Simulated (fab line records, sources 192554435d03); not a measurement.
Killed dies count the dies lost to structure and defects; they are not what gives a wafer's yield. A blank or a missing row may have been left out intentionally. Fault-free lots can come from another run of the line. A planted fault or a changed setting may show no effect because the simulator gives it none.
What tool caused it?    flow n5-finfet    Sampling: 24 lots, 72 wafers, 3 of 1938 route steps

WHAT EACH GAUGE READ, for each wafer
N5_MOL_CONTACT_COAG_THK_MEAS_53. Usual: for VIA_MOL_THK the level is 44.1 nm and the standard deviation is 0.62.
lot   measured      on             VIA_MOL_THK (nm)  flag
L074  day 5 07:05   film-metro-02  43.4 43.1 44.6    
L075  day 5 11:34   film-metro-02  43.4 44.2 43.4    
L076  day 5 15:45   film-metro-02  43.6 45.5 45.5    
L077  day 6 00:11   film-metro-02  43.7 45.4 44.4    
L078  day 6 07:36   film-metro-01  43.0 43.7 43.8    
L079  day 6 11:44   film-metro-02  43.6 44.4 43.5    
L080  day 6 19:44   film-metro-01  44.2 43.2 44.5    
L081  day 7 02:03   film-metro-01  44.5 42.6 45.1    
L082  day 7 09:44   film-metro-02  43.1 44.5 44.1    
L083  day 7 11:44   film-metro-02  43.7 44.9 44.4    
L084  day 7 16:16   film-metro-01  43.3 44.6 44.2    
L085  day 8 03:41   film-metro-02  43.8 43.9 44.1    
L086  day 8 08:58   film-metro-02  43.8 44.1 44.4    
L087  day 8 10:59   film-metro-01  44.3 44.9 44.6    
L088  day 8 19:53   film-metro-01  44.6 44.3 45.2    
L089  day 9 02:08   film-metro-01  43.6 44.0 44.6    
L090  day 9 06:49   film-metro-02  43.9 44.6 44.3    
L091  day 9 11:40   film-metro-01  43.0 44.2 43.5    
L092  day 9 20:02   film-metro-01  44.5 44.9 45.0    
L093  day 10 00:43  film-metro-01  43.7 44.5 44.8    
L094  day 10 06:55  film-metro-01  43.9 44.0 44.2    
L095  day 10 13:54  film-metro-02  45.0 44.8 44.6    
L096  day 10 22:55  film-metro-02  43.5 44.5 44.6    
L097  day 11 04:22  film-metro-02  43.5 43.9 44.6    

N5_BEOL_M0_SAQP_THK_MEAS_05. Usual: thk-nm reads 60.1 nm (standard deviation 0.9).
lot   measured      on             thk-nm (nm)     flag
L074  day 5 11:05   film-metro-02  59.8 60.5 59.3  
L075  day 5 16:58   film-metro-01  59.4 58.9 60.3  
L076  day 5 20:41   film-metro-02  59.6 61.6 61.2  
L077  day 6 05:24   film-metro-01  60.3 61.2 60.8  
L078  day 6 12:22   film-metro-01  59.1 59.6 59.1  
L079  day 6 17:47   film-metro-02  58.0 59.1 59.1  
L080  day 7 00:44   film-metro-02  60.0 58.5 60.3  
L081  day 7 07:11   film-metro-02  58.8 58.5 60.4  
L082  day 7 13:41   film-metro-01  59.0 59.9 60.0  
L083  day 7 18:28   film-metro-02  60.2 59.9 61.1  
L084  day 7 21:19   film-metro-02  59.3 58.7 61.0  
L085  day 8 09:15   film-metro-02  61.4 60.7 62.0  
L086  day 8 13:08   film-metro-01  59.2 58.4 60.1  
L087  day 8 17:44   film-metro-02  59.1 60.6 61.4  
L088  day 9 00:11   film-metro-01  58.5 60.8 60.6  
L089  day 9 07:27   film-metro-01  60.4 59.8 60.3  
L090  day 9 12:52   film-metro-02  61.2 62.1 60.9  
L091  day 9 16:56   film-metro-02  61.0 60.3 61.2  
L092  day 10 00:49  film-metro-01  60.5 60.2 61.0  
L093  day 10 05:09  film-metro-01  59.9 60.4 60.6  
L094  day 10 12:32  film-metro-02  59.7 61.1 60.7  
L095  day 10 19:07  film-metro-02  59.8 60.8 59.9  
L096  day 11 03:22  film-metro-02  59.8 60.2 60.3  
L097  day 11 10:56  film-metro-02  61.3 61.8 61.2  

EACH LOT AND THE TOOL THAT RAN IT (in order: tool; ch and the chambers of the sampled wafers; start)
lot   N5_BEOL_M0_SAQP_PECVD_96
L074  pecvd-03 ch 0,2, day 5 10:54
L075  pecvd-03 ch 0,2, day 5 16:47
L076  pecvd-02 ch 1,2, day 5 20:30
L077  pecvd-01 ch 0, day 6 05:08
L078  pecvd-03 ch 0,1, day 6 12:11
L079  pecvd-03 ch 0,1,2, day 6 17:35
L080  pecvd-03 ch 0,2, day 7 00:33
L081  pecvd-03 ch 0,1, day 7 07:01
L082  pecvd-02 ch 1,2, day 7 13:30
L083  pecvd-01 ch 0,2, day 7 18:17
L084  pecvd-03 ch 0,1, day 7 21:08
L085  pecvd-01 ch 1,2, day 8 09:04
L086  pecvd-03 ch 1,2, day 8 12:58
L087  pecvd-01 ch 0,1,2, day 8 17:33
L088  pecvd-01 ch 0,1, day 8 23:55
L089  pecvd-03 ch 0,1, day 9 07:16
L090  pecvd-02 ch 0,1, day 9 12:38
L091  pecvd-01 ch 0,1, day 9 16:40
L092  pecvd-03 ch 0,1, day 10 00:37
L093  pecvd-03 ch 0,1,2, day 10 04:58
L094  pecvd-02 ch 0,1, day 10 12:16
L095  pecvd-03 ch 0,1, day 10 18:56
L096  pecvd-03 ch 0,1,2, day 11 03:11
L097  pecvd-01 ch 1,2, day 11 10:46
- N5_BEOL_M0_SAQP_PECVD_96: deposits a-Si from SiH4/He, target thk 45 nm, time 45.2 s.

WHAT THE TOOLS THEMSELVES READ (means of the sampled wafers that have a number; where no wafer has one, the mark that the record gives instead)
N5_BEOL_M0_SAQP_PECVD_96. Usual: heater-power-outer-w 380 W, standard deviation 54; heater-power-w 652 W, standard deviation 82; showerhead-plenum-p-Torr 5.66 Torr, standard deviation 0.051; throttle-valve-pct 18.1 %, standard deviation 0.43.
lot   tool      heater-power-outer-w (W)  heater-power-w (W)  showerhead-plenum-p-Torr (Torr)  throttle-valve-pct (%)  flag
L074  pecvd-03  398                       682                 5.71                             18.1                    
L075  pecvd-03  425                       714                 5.70                             18.1                    
L076  pecvd-02  326                       550                 5.69                             18.1                    
L077  pecvd-01  350                       589                 5.61                             17.6                    
L078  pecvd-03  383                       662                 5.68                             17.8                    
L079  pecvd-03  385                       665                 5.70                             18.0                    
L080  pecvd-03  412                       688                 5.71                             18.3                    
L081  pecvd-03  374                       651                 5.68                             18.0                    
L082  pecvd-02  314                       540                 5.70                             18.2                    
L083  pecvd-01  455                       767                 5.61                             18.1                    
L084  pecvd-03  372                       647                 5.69                             18.0                    
L085  pecvd-01  409                       709                 5.59                             18.4                    
L086  pecvd-03  412                       705                 5.68                             17.7                    
L087  pecvd-01  416                       695                 5.59                             18.2                    
L088  pecvd-01  377                       640                 5.58                             18.0                    
L089  pecvd-03  379                       653                 5.69                             18.0                    
L090  pecvd-02  283                       515                 5.69                             18.4                    
L091  pecvd-01  400                       672                 5.58                             18.1                    
L092  pecvd-03  380                       661                 5.70                             17.9                    
L093  pecvd-03  410                       686                 5.69                             18.2                    
L094  pecvd-02  315                       559                 5.67                             18.3                    
L095  pecvd-03  372                       649                 5.70                             17.9                    
L096  pecvd-03  387                       667                 5.69                             18.2                    
L097  pecvd-01  467                       788                 5.60                             18.4                    

THE ANSWER, worked out from the rows above alone
Rule: take the mean of a lot's wafers that have a number; if it is more than 3 standard deviations from the usual mean, the lot is off. A lot without any number at a reading at which 4 lots or more have one is off too. The other lots that the step has rows for count as sound. After the gauges, taken in route order, come the tools' own readings; for these a lot's mean is taken, as printed above. The first step at which some lot is off is used, and at that step the reading that is off furthest; a lot without a number counts as furthest.
Across all readings shown, no lot is off: no conclusion can be drawn from this.

WHAT WAS PUT IN BY THE SIMULATOR
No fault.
